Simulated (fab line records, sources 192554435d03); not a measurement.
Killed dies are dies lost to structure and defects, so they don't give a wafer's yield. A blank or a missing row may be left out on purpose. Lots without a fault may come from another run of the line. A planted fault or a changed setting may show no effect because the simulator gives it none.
fab line records | flow n5_finfet
record lots=5 wafers=15 last_day=16
route steps=1938 shown BEOL_M8@1338 PASSIVATION@1936
lots that met no fault: from a run of the same line without faults
start_h: hours from the record's first day to the start of the lot's first wafer shown | wait_h: hours since the lot's step before | " the same as in the row above | L1.1+2: a row that stands for several wafers | - no value, or no start given | * or withheld: withheld | < > ~ a bound
route shown NAME@n: a module of which the file shows steps, and the number in the route of the first | usual: mean/standard deviation of fault-free wafers | same: alike in all rows | chamber/n: place in a boat | sites: the reading at each site | _std_site: their standard deviation | _edge_site: outer sites' mean less inner sites' | radius_mm: how far each site lies from the wafer's centre | mask NAME#n: copy n | behind: the tool/chamber that last shaped the wafer | hold: why the lot was held/for how many hours/how that ended | device: the transistor (n, p or np) that didn't switch | end of line: the same wafers' tests at the end of the route | a step without rows: its recipe alone | killed: dies lost to structure and defects at the first sort, not the wafer's yield | map: a wafer's dies, x killed, . not, _ none there
set.NAME: the setting as run; set.NAME@STEP: as run at that earlier step | model.NAME: the simulator's own value behind a step, which no gauge read
lots at some steps of the route; a table a step, a row a wafer
services: from which hour (start_h, from the record's first day; less than 0 if before it) a tool's chamber was out of use, for how many hours, and why
## steps
# step N5_BEOL_M8_COAT_60
# recipe resist=SiARC temp_c=220 time_s=60 spin_rpm=1500 resist_thk_nm=35
# step N5_BEOL_M8_COAT_05
# recipe resist=CAR-ArF spin_rpm=1500 resist_thk_nm=90
# step N5_BEOL_M8_EBR_07
# recipe solvent=PGMEA ebr_width_mm=1.5
# step N5_BEOL_M8_SOFTBAKE_06
# recipe temp_c=110 time_s=60 resist=CAR-ArF
# step N5_BEOL_M8_EXPOSE_08
# recipe mask_id=M8 na=1.35 source_shape=dipole sigma_inner=0.817 sigma_outer=0.97 polarization=te dose_mj=68.25
# step N5_BEOL_M8_PEB_09
# recipe peb_temp_c=withheld peb_time_s=60 resist=CAR-ArF
# step N5_BEOL_M8_DEVELOP_10
# recipe develop_time_s=30 developer=TMAH resist=CAR-ArF rinse_liquid=diw dry=air_spin dev_temp_c=23
# step N5_BEOL_M8_CD_MEAS_11
# recipe target_cd_nm=38.5 landing_energy_ev=500 detector=se_inlens polarity=opening
# usual cd_nm=38.4/0.41
# columns lot.wafer tool chamber start_h wait_h cd_nm
L753.1 cd_sem-02 0 236.04 - 39.1
L753.3 " 0 " " 39.0
L753.5 " 0 " " 38.6
L754.3 cd_sem-02 0 257.17 - 38.4
L754.4 " 0 " " 38.2
L754.6 " 0 " " 39.1
L762.1 cd_sem-02 0 292.28 - 37.7
L762.3 " 0 " " 38.0
L762.5 " 0 " " 38.6
L765.3 cd_sem-03 0 306.28 - 38.2
L765.4 " 0 " " 38.2
L765.6 " 0 " " 37.5
L767.1 cd_sem-02 0 316.58 - 39.0
L767.5 " 0 " " 38.5
L767.6 " 0 " " 38.3
# step N5_BEOL_M8_OVL_MEAS_12
# recipe points_per_wafer=44
# usual M8_OVL=-0.3/0.65
# same points_per_wafer=44
# columns lot.wafer tool chamber start_h wait_h M8_OVL[nm]
L753.1 overlay-01 0 236.07 0.0 -0.5
L753.3 " 0 " " -1.1
L753.5 " 0 " " -0.5
L754.3 overlay-01 0 257.19 0.0 -0.5
L754.4 " 0 " " -0.9
L754.6 " 0 " " -1.6
L762.1 overlay-01 0 292.31 0.0 -1.0
L762.3 " 0 " " 0.1
L762.5 " 0 " " 0.1
L765.3 overlay-02 0 306.30 0.0 -0.2
L765.4 " 0 " " -1.0
L765.6 " 0 " " -1.1
L767.1 overlay-02 0 316.61 0.0 0.2
L767.5 " 0 " " 0.2
L767.6 " 0 " " 0.0
# step N5_BEOL_M8_INSPECT_13
# recipe mode=adi inspect_instrument=brightfield
# usual raw_defect_count=399/90
# columns lot.wafer tool chamber start_h wait_h raw_defect_count
L753.1 defect_inspect-02 - 236.09 0.0 400
L753.3 " - " " 538
L753.5 " - " " 426
L754.3 defect_inspect-01 - 257.22 0.0 260
L754.4 " - " " 384
L754.6 " - " " 264
L762.1 defect_inspect-01 - 292.33 0.0 332
L762.3 " - " " 333
L762.5 " - " " 368
L765.3 defect_inspect-02 - 306.33 0.0 537
L765.4 " - " " 448
L765.6 " - " " 617
L767.1 defect_inspect-02 - 316.64 0.0 407
L767.5 " - " " 317
L767.6 " - " " 429
# step N5_BEOL_M8_DESCUM_16
# recipe chemistry=O2 time_s=7.9 source_power_w=50 bias_power_w=20 pressure_mtorr=20 rf_frequency_hz=2.712e+07 temp_c=40 resist=CAR-ArF o2_flow_sccm=225
# usual bias_power_w=20.01/0.059 drypump_motor_current_A=5.9/0.5 oes_product_au=0.78/0.077 rf_vpp_V=243.9/1.4 showerhead_plenum_p_Torr=2.14/0.057 throttle_valve_pct=20.44/0.2
# columns lot.wafer tool chamber start_h wait_h bias_power_w drypump_motor_current_A oes_product_au rf_hours_counter_h rf_vpp_V showerhead_plenum_p_Torr throttle_valve_pct
L753.1 rie_diel-03 1 236.12 0.0 19.92 6.7 0.71 196 243.3 2.16 20.12
L753.3 " 3 " " 20.04 6.1 0.75 178 244.2 2.08 20.53
L753.5 " 3 " " 20.05 6.1 0.74 - 243.4 2.08 20.52
L754.3 rie_diel-05 1 257.33 0.1 20.11 4.9 0.84 79 241.9 2.04 20.34
L754.4 " 0 " " 20.02 5.7 0.72 - 243.4 2.17 20.57
L754.6 " 3 " " 19.93 6.4 0.70 - 243.3 2.16 20.65
L762.1 rie_diel-02 1 292.37 0.0 20.02 5.0 0.84 75 243.4 2.04 20.38
L762.3 " 2 " " 20.06 6.1 0.89 29 244.1 2.22 20.40
L762.5 " 1 " " 19.95 5.0 0.83 - 242.9 2.04 20.38
L765.3 rie_diel-03 2 306.58 0.2 20.02 5.8 0.81 81 244.2 2.21 20.64
L765.4 " 0 " " 20.02 6.4 0.84 - 242.9 2.13 20.24
L765.6 " 3 " " 20.08 6.1 0.72 - 243.8 2.07 20.56
L767.1 rie_diel-05 3 316.67 0.0 19.99 6.4 0.68 239 245.5 2.15 20.66
L767.5 " 3 " " 19.98 6.4 0.68 - 244.8 2.15 20.69
L767.6 " 0 " " 20.02 5.7 0.70 - 245.4 2.17 20.58
# step N5_BEOL_M8_ETCH_61
# recipe chemistry=CF4 target=SiARC target_depth_a=455 mask_material=CAR-ArF time_s=75.8 ion_energy_ev=80 pressure_mtorr=40 source_w=545 bias_w=36 Ar_flow_sccm=100 cf4_flow_sccm=100 ends=cleared
# step N5_BEOL_M8_ETCH_62
# recipe chemistry=N2/H2 target=SOC target_depth_a=1100 overetch_a=220 mask_material=SiARC temp_c=40 time_s=165 ion_energy_ev=200 pressure_mtorr=30 source_w=840 bias_w=150 n2_flow_sccm=200 h2_flow_sccm=200
# usual drypump_motor_current_A=5.9/0.5 oes_product_au=0.66/0.06 rf_vpp_V=525.2/2.2 showerhead_plenum_p_Torr=2.59/0.076 throttle_valve_pct=17.82/0.26
# columns lot.wafer tool chamber start_h wait_h drypump_motor_current_A oes_product_au rf_hours_counter_h rf_vpp_V showerhead_plenum_p_Torr throttle_valve_pct
L753.1 rie_diel-03 1 236.21 0.0 6.7 0.63 196 525.8 2.63 17.52
L753.3 " 3 " " 6.2 0.63 178 522.5 2.53 17.87
L753.5 " 3 " " 6.1 0.63 - 523.4 2.53 17.88
L754.3 rie_diel-05 1 257.42 0.0 4.9 0.70 79 521.1 2.46 17.49
L754.4 " 0 " " 5.7 0.61 - 527.3 2.66 18.12
L754.6 " 3 " " 6.4 0.60 - 526.2 2.61 17.96
L762.1 rie_diel-02 1 292.46 0.0 5.0 0.70 75 521.1 2.48 17.87
L762.3 " 2 " " 6.1 0.75 29 528.9 2.70 17.74
L762.5 " 1 " " 5.0 0.70 - 522.6 2.48 17.87
L765.3 rie_diel-03 2 306.67 0.0 5.8 0.70 81 527.2 2.69 18.12
L765.4 " 0 " " 6.4 0.72 - 524.3 2.58 17.58
L765.6 " 3 " " 6.1 0.61 - 524.5 2.51 17.94
L767.1 rie_diel-05 3 316.76 0.0 6.4 0.58 239 525.6 2.60 17.99
L767.5 " 3 " " 6.4 0.58 - 526.2 2.60 17.99
L767.6 " 0 " " 5.7 0.60 - 525.4 2.65 18.14
# step N5_BEOL_M8_STRIP_68
# recipe chemistry=N2/H2 temp_c=40 n2_flow_sccm=200 h2_flow_sccm=200 rf_frequency_hz=6e+07
# step N5_BEOL_M8_STRIP_67
# recipe chemistry=CF4 resist=SiARC power_w=300 bias_power_w=75 pressure_mtorr=50 cf4_flow_sccm=150 rf_frequency_hz=6e+07
# usual bias_power_w=74.99/0.22 drypump_motor_current_A=5.9/0.5 oes_product_au=0.78/0.071 power_w=300.2/0.88 rf_vpp_V=271.8/1.4 showerhead_plenum_p_Torr=1.83/0.049 throttle_valve_pct=13.59/0.24
# columns lot.wafer tool chamber start_h wait_h bias_power_w drypump_motor_current_A oes_product_au power_w rf_hours_counter_h rf_vpp_V showerhead_plenum_p_Torr throttle_valve_pct
L753.1 rie_diel-03 1 236.36 0.0 74.95 6.7 0.73 300.0 196 272.8 1.84 13.40
L753.3 " 3 " " 75.00 6.1 0.74 300.6 178 271.9 1.79 13.69
L753.5 " 3 " " 74.71 6.1 0.74 298.6 - 271.5 1.79 13.69
L754.3 rie_diel-05 1 257.57 0.0 75.19 4.9 0.84 300.0 79 268.9 1.74 13.35
L754.4 " 0 " " 75.01 5.7 0.72 301.4 - 271.5 1.87 13.77
L754.6 " 3 " " 74.67 6.3 0.70 299.8 - 270.8 1.85 13.90
L762.1 rie_diel-02 1 292.60 0.0 75.34 5.0 0.83 300.7 75 270.0 1.75 13.48
L762.3 " 2 " " 75.23 6.1 0.87 300.3 29 273.9 1.89 13.45
L762.5 " 1 " " 74.95 5.0 0.83 300.2 - 269.3 1.75 13.48
L765.3 rie_diel-03 2 306.81 0.0 75.22 5.8 0.82 300.5 81 272.9 1.89 13.70
L765.4 " 0 " " 75.05 6.4 0.85 298.5 - 273.2 1.83 13.33
L765.6 " 3 " " 74.95 6.2 0.72 299.7 - 271.7 1.78 13.79
L767.1 rie_diel-05 3 316.91 0.0 74.78 6.4 0.69 300.0 239 271.0 1.84 13.94
L767.5 " 3 " " 74.75 6.3 0.69 299.9 - 271.5 1.84 13.94
L767.6 " 0 " " 74.99 5.7 0.71 300.7 - 272.7 1.86 13.81
# step N5_BEOL_M8_HM_OPEN_17
# recipe chemistry=Cl2/BCl3 target_depth_a=200 overetch_a=60 target=TiN mask_material=SOC ion_energy_ev=150 pressure_mtorr=10 icp_w=1000 bias_w=126 Cl2_flow_sccm=53.25 bcl3_flow_sccm=21.75 Ar_flow_sccm=25
# usual drypump_motor_current_A=5.5/0.38 oes_product_au=0.67/0.11 throttle_valve_pct=22.14/0.23
# columns lot.wafer tool chamber start_h wait_h drypump_motor_current_A oes_product_au rf_hours_counter_h throttle_valve_pct
L753.1 rie_metal-03 1 236.40 0.0 5.2 0.73 21 21.86
L753.3 " 1 " " 5.2 0.73 - 21.88
L753.5 " 1 " " 5.3 0.74 - 21.88
L754.3 rie_metal-01 0 257.64 0.1 5.1 0.56 - 22.46
L754.4 " 1 " " 6.2 0.56 - 22.23
L754.6 " 1 " " 6.2 0.57 - 22.21
L762.1 rie_metal-02 1 292.64 0.0 5.8 0.78 8 21.93
L762.3 " 1 " " 5.8 0.78 - 21.93
L762.5 " 1 " " 5.8 0.78 - 21.93
L765.3 rie_metal-02 1 306.91 0.1 5.8 0.76 - 21.96
L765.4 " 1 " " 5.9 0.76 - 21.95
L765.6 " 1 " " 5.8 0.75 - 21.94
L767.1 rie_metal-01 1 316.96 0.0 6.2 0.56 95 22.22
L767.5 " 0 " " 5.1 0.57 - 22.47
L767.6 " 1 " " 6.1 0.56 - 22.21
# step N5_BEOL_M8_STRIP_19
# recipe chemistry=O2 power_w=400 temp_c=40 pressure_mtorr=30 rf_frequency_hz=6e+07 bias_power_w=0 overash_fraction=0.2 o2_flow_sccm=225
# usual drypump_motor_current_A=6.0/0.5 oes_product_au=0.78/0.077 rf_vpp_V=3.7/0.65 showerhead_plenum_p_Torr=2.15/0.056 throttle_valve_pct=16.66/0.21
# same bias_power_w=0
# columns lot.wafer tool chamber start_h wait_h drypump_motor_current_A oes_product_au rf_hours_counter_h rf_vpp_V showerhead_plenum_p_Torr throttle_valve_pct
L753.1 rie_diel-02 2 236.51 0.1 6.1 0.94 9 2.7 2.23 16.57
L753.3 " 3 " " 5.8 0.80 110 3.1 2.19 16.80
L753.5 " 2 " " 6.1 0.93 - 5.1 2.23 16.56
L754.3 rie_diel-05 3 257.72 0.1 6.4 0.71 219 3.2 2.16 16.93
L754.4 " 3 " " 6.4 0.70 - 2.6 2.16 16.94
L754.6 " 1 " " 4.9 0.83 - 2.9 2.05 16.54
L762.1 rie_diel-02 0 293.14 0.5 6.2 0.69 220 4.0 2.16 16.74
L762.3 " 1 " " 4.9 0.83 75 4.7 2.04 16.59
L762.5 " 1 " " 5.0 0.83 - 3.5 2.04 16.60
L765.3 rie_diel-05 2 307.14 0.2 5.9 0.92 13 3.5 2.15 16.22
L765.4 " 3 " " 6.3 0.68 235 5.4 2.15 16.95
L765.6 " 1 " " 4.9 0.82 - 3.4 2.04 16.58
L767.1 rie_diel-03 1 317.07 0.1 6.7 0.70 221 3.4 2.16 16.48
L767.5 " 3 " " 6.1 0.71 - 4.5 2.07 16.83
L767.6 " 2 " " 5.8 0.81 - 3.6 2.21 16.85
# step N5_BEOL_M8_CD_MEAS_18
# recipe pitch_nm=80 target_cd_nm=40
# usual cd_nm=39.9/0.47
# columns lot.wafer tool chamber start_h wait_h cd_nm
L753.1 cd_sem-01 - 236.58 0.0 40.4
L753.3 " - " " 40.9
L753.5 " - " " 40.6
L754.3 cd_sem-03 - 257.79 0.1 39.8
L754.4 " - " " 39.5
L754.6 " - " " 40.5
L762.1 cd_sem-02 - 293.21 0.0 39.3
L762.3 " - " " 39.6
L762.5 " - " " 39.5
L765.3 cd_sem-03 - 307.21 0.1 40.1
L765.4 " - " " 39.4
L765.6 " - " " 39.4
L767.1 cd_sem-01 - 317.14 0.0 40.3
L767.5 " - " " 39.8
L767.6 " - " " 40.0
# step N5_BEOL_M8_COAT_63
# recipe resist=SOC temp_c=250 time_s=60 spin_rpm=1500 resist_thk_nm=60
# step N5_BEOL_M8_COAT_64
# recipe resist=SiARC temp_c=220 time_s=60 spin_rpm=1500 resist_thk_nm=12
# step N5_BEOL_M8_COAT_71
# recipe resist=underlayer temp_c=205 time_s=60 spin_rpm=1500 resist_thk_nm=5
# step N5_BEOL_M8_COAT_22
# recipe resist=CAR-EUV spin_rpm=1500 resist_thk_nm=30
# step N5_BEOL_M8_EBR_24
# recipe solvent=PGMEA ebr_width_mm=1.5
# step N5_BEOL_M8_SOFTBAKE_23
# recipe temp_c=110 time_s=60 resist=CAR-EUV
# step N5_BEOL_M8_EXPOSE_25
# recipe mask_id=V7 na=0.33 source_shape=annular sigma_inner=0.4 sigma_outer=0.8 polarization=unpolarized target_cd_nm=40 dose_mj=42.5
# step N5_BEOL_M8_PEB_26
# recipe peb_temp_c=100 peb_time_s=60 resist=CAR-EUV
# step N5_BEOL_M8_DEVELOP_27
# recipe develop_time_s=30 developer=TMAH resist=CAR-EUV rinse_liquid=surfactant_rinse dry=air_spin dev_temp_c=23
# step N5_BEOL_M8_CD_MEAS_28
# recipe target_cd_nm=40 landing_energy_ev=500 detector=se_inlens
# usual cd_nm=39.98/0.21
# columns lot.wafer tool chamber start_h wait_h cd_nm
L753.1 cd_sem-01 0 236.89 - 39.87
L753.3 " 0 " " 40.04
L753.5 " 0 " " 40.15
L754.3 cd_sem-01 0 258.94 - 39.80
L754.4 " 0 " " 39.85
L754.6 " 0 " " 39.97
L762.1 cd_sem-02 0 295.47 - 39.94
L762.3 " 0 " " 39.49
L762.5 " 0 " " 39.67
L765.3 cd_sem-02 0 310.19 - 39.95
L765.4 " 0 " " 40.35
L765.6 " 0 " " 39.66
L767.1 cd_sem-01 0 318.42 - 39.76
L767.5 " 0 " " 40.11
L767.6 " 0 " " 40.24
# step N5_BEOL_M8_OVL_MEAS_29
# recipe points_per_wafer=522
# usual V7_OVL=-0.2/0.61
# same points_per_wafer=522
# columns lot.wafer tool chamber start_h wait_h V7_OVL[nm]
L753.1 overlay-01 0 236.92 0.0 0.2
L753.3 " 0 " " 0.0
L753.5 " 0 " " -1.5
L754.3 overlay-01 0 258.98 0.0 -0.2
L754.4 " 0 " " 0.7
L754.6 " 0 " " -0.1
L762.1 overlay-01 0 295.50 0.0 -0.5
L762.3 " 0 " " -0.4
L762.5 " 0 " " -0.6
L765.3 overlay-02 0 310.23 0.0 -0.8
L765.4 " 0 " " 0.4
L765.6 " 0 " " -0.5
L767.1 overlay-02 0 318.45 0.0 0.1
L767.5 " 0 " " -0.5
L767.6 " 0 " " -0.5
# step N5_BEOL_M8_INSPECT_30
# recipe mode=adi inspect_instrument=brightfield
# usual raw_defect_count=405/96
# columns lot.wafer tool chamber start_h wait_h raw_defect_count
L753.1 defect_inspect-02 - 236.98 0.1 382
L753.3 " - " " 542
L753.5 " - " " 438
L754.3 defect_inspect-01 - 259.02 0.0 276
L754.4 " - " " 385
L754.6 " - " " 261
L762.1 defect_inspect-02 - 295.55 0.1 379
L762.3 " - " " 392
L762.5 " - " " 419
L765.3 defect_inspect-02 - 310.28 0.0 526
L765.4 " - " " 1569
L765.6 " - " " 616
L767.1 defect_inspect-01 - 318.51 0.1 369
L767.5 " - " " 270
L767.6 " - " " 378
# step N5_BEOL_M8_DESCUM_33
# recipe chemistry=O2 time_s=7 source_power_w=50 bias_power_w=20 pressure_mtorr=20 rf_frequency_hz=2.712e+07 temp_c=40 resist=CAR-EUV o2_flow_sccm=225
# usual bias_power_w=20.00/0.065 drypump_motor_current_A=5.9/0.48 oes_product_au=0.79/0.076 rf_vpp_V=243.8/1.4 showerhead_plenum_p_Torr=2.14/0.058 throttle_valve_pct=20.43/0.19
# columns lot.wafer tool chamber start_h wait_h bias_power_w drypump_motor_current_A oes_product_au rf_hours_counter_h rf_vpp_V showerhead_plenum_p_Torr throttle_valve_pct
L753.1 rie_diel-02 1 237.17 0.2 19.98 5.0 0.85 57 240.6 2.04 20.35
L753.3 " 2 " " 20.02 6.1 0.92 10 246.4 2.23 20.36
L753.5 " 2 " " 20.04 6.1 0.92 - 245.4 2.23 20.37
L754.3 rie_diel-03 3 259.14 0.1 19.99 6.1 0.74 187 241.4 2.08 20.54
L754.4 " 3 " " 20.05 6.1 0.74 - 242.2 2.08 20.54
L754.6 " 1 " " 19.97 6.7 0.71 - 244.3 2.16 20.15
L762.1 rie_diel-03 3 295.59 0.0 20.05 6.1 0.72 201 242.4 2.07 20.54
L762.3 " 2 " " 20.00 5.8 0.81 74 245.8 2.21 20.63
L762.5 " 2 " " 19.94 5.8 0.82 - 244.8 2.21 20.64
L765.3 rie_diel-05 0 310.36 0.1 20.00 5.7 0.70 177 246.8 2.17 20.60
L765.4 " 3 " " 20.00 6.4 0.68 237 243.6 2.15 20.68
L765.6 " 0 " " 19.87 5.7 0.70 - 243.7 2.17 20.59
L767.1 rie_diel-05 0 318.54 0.0 19.95 5.7 0.70 179 245.8 2.17 20.60
L767.5 " 2 " " 19.96 6.0 0.91 - 244.1 2.15 20.04
L767.6 " 3 " " 19.93 6.4 0.68 - 244.8 2.15 20.66
# step N5_PASSIVATION_PROBE_49
# usual defect_limited_yield=91.5/1.3 killed_at_M0_to_M3=33/10 killed_at_M4_up=13/4 killed_at_contacts=12/6.3 killed_at_front_end=39/11 killed_at_other=3.4/2.6 killed_dies=100/15 killed_on_rim=13/4 killed_open=65/11 killed_short=34/7.8 sort_bin_5_function=5.0/0.89 sort_bin_6_memory=3.2/0.58 sort_n_pass=1080/15 sort_yield_pct=91.5/1.3
# same gross_dies=1180 killed_at_back_side=0 sort_bin_4_leakage[%]=0 sort_bin_8_speed[%]=0
# columns lot.wafer tool chamber start_h wait_h defect_limited_yield[%] killed_at_M0_to_M3 killed_at_M4_up killed_at_contacts killed_at_front_end killed_at_other killed_dies killed_on_rim killed_open killed_short sort_bin_5_function[%] sort_bin_6_memory[%] sort_n_pass sort_yield_pct[%]
L754.3 prober-02 - 335.49 0.1 93.7 27 8 11 26 2 74 7 54 20 3.9 2.3 1106 93.7
L754.4 prober-02 - 335.54 0.2 92.8 38 11 9 26 1 85 15 48 37 3.9 3.1 1095 92.8
L754.6 prober-02 - 335.64 0.3 92.7 39 5 17 23 2 86 14 58 28 4.7 2.5 1094 92.7
L765.4 prober-01 - 389.29 0.2 87.8 34 78 2 28 2 144 31 45 33 7.9 2.5 1036 87.8
# killed by level:class
L754.3 MOL_CONTACT_COAG:geometric_particle:open=9 BEOL_M2:geometric_particle:open=7 DUMMY_GATE:geometric_particle:open=6 BEOL_M3:geometric_particle:open=5 FIN_SAQP:geometric_particle:open=4 BEOL_M0_SAQP:geometric_particle:open=4 STI_FIN_REVEAL:geometric_particle:open=3 GATE_CUT:geometric_particle:short=3
L754.4 BEOL_M0_SAQP:geometric_particle:short=11 BEOL_M2:geometric_particle:open=7 MOL_CONTACT_COAG:geometric_particle:open=6 STI_FIN_REVEAL:geometric_particle:open=5 BEOL_M0:geometric_particle:open=5 BEOL_M3:geometric_particle:open=5 FIN_SAQP:geometric_particle:short=4 BEOL_M0_SAQP:geometric_particle:open=4
L754.6 MOL_CONTACT_COAG:geometric_particle:open=12 BEOL_M0_SAQP:geometric_particle:short=9 BEOL_M2:geometric_particle:open=8 FIN_SAQP:geometric_particle:open=7 BEOL_M1:geometric_particle:open=7 BEOL_M0:geometric_particle:open=6 MOL_CONTACT_COAG:geometric_particle:short=5 BEOL_M2:geometric_particle:short=4
L765.4 BEOL_M8:unspecified=66 FIN_SAQP:geometric_particle:open=10 BEOL_M1:geometric_particle:open=10 BEOL_M3:geometric_particle:open=8 BEOL_M0_SAQP:geometric_particle:short=5 BEOL_M4:geometric_particle:short=5 BEOL_M0_SAQP:geometric_particle:open=4 FIN_SAQP:geometric_particle:short=3
# map L765.4 (x killed, . not)
_________________............________________
______________.........x........_____________
___________........................__________
__________......x................x.._________
________.............xx.x...x........._______
_______.......x........................______
______........x...................x.x..._____
_____......xx..........x.................____
____.x.x.......x......x....x.............x___
___......x......x.........................x__
___.........................xx...........x.__
__.........................................._
__..........x..x..........x.......x........._
_..................x.x.....................x.
_...x.............x......x...................
_x.................x...............x.........
_..................x........................x
_...x.....x.......x................x.........
_....x.....x.....x...........................
_.................x.....x..x..........x......
_..........................x............x....
__...xx....................................._
__x......x........x.......x..............x.._
___........................................__
___...x............x....x..................__
____..................................x...___
_____.................................x..____
______..............xx.....x.........x.._____
_______............x.x...x.............______
________.x...x...xxxxxxxxxx..........._______
__________.x....xxxxxxxxxxxx........_________
___________.xxxxxxxxxxxxxxxxx..x...__________
______________xxxxxxxxxxxxxxxx.._____________
_________________xxxxxxxxxxxx________________
# map L753.1 (x killed, . not)
_________________............________________
______________.............x...._____________
___________.....x...x..............__________
__________...x.x.x...........x......_________
________......................x......._______
_______x.................x........x....______
______.....................xx..........._____
_____.....x..........x..........x.....x..____
____x............x................x.......___
___x..x...xx...............x........x......__
___...x.........x...x..........x.......x...__
__....x.....xx..xx....................x...x._
__..x...........................x.........x._
_....x.............x........x........x..x....
_.x.............................x..x.....x..x
_.....x...........x.................x....x..x
_............................x.x.............
_....x.....................x.................
_.x........x...................x.......x.....
_..x...x..x..x...........................x...
_....xx................x.....................
__....x..x...x..........x.....x..x.........._
__..................................x.....x._
___.....xx.....................xx..........__
___...................x.........xx.........__
____.x...............x.x....x.....x.......___
_____..x...........................x..x..____
______................................x._____
_______................................______
________..................x........xx._______
__________..xx....................x._________
___________.x..........x........x..__________
______________...x....x........x_____________
_________________............________________
## services
# columns tool chamber start_h hours kind
rie_metal-02 - 213.88 0.3 repair
rie_metal-02 1 215.29 - clean
rie_metal-02 1 215.29 17.7 scheduled_down
rie_metal-02 1 215.29 17.7 vent_cycle
rie_diel-03 1 222.81 2.7 repair
rie_metal-03 - 228.89 0.2 repair
rie_diel-02 0 236.29 1.6 repair
rie_diel-05 2 248.47 1.5 repair
rie_diel-05 2 250.18 - clean
rie_diel-05 2 250.18 - consumable_replace:focus_ring
rie_diel-05 2 250.18 13.4 scheduled_down
rie_diel-05 2 250.18 13.4 vent_cycle
rie_diel-03 0 253.76 5.9 repair
rie_diel-05 1 276.26 3.2 repair
rie_metal-02 0 278.71 - clean
rie_metal-02 0 278.71 33.9 scheduled_down
rie_metal-02 0 278.71 33.9 vent_cycle
rie_metal-01 1 285.68 20.6 repair
## key
first_sign step=N5_BEOL_M8_INSPECT_30 reading=raw_defect_count direction=up sigmas=12 usual=405 struck=1569
effect step=N5_PASSIVATION_PROBE_49 reading=killed_at_M4_up direction=up sigmas=16 usual=13 struck=78
more_kills_born_at N5_BEOL_M8_ETCH_62@rie_diel-03=66
met_at N5_BEOL_M8_ETCH_62
struck_wafers L765.4
fault kind=chamber_particle_source tool=rie_diel-03 chamber=0 onset_h=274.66 steps=N5_BEOL_M8_ETCH_62 rate_per_visit_cm2=1.7292 end_h=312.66
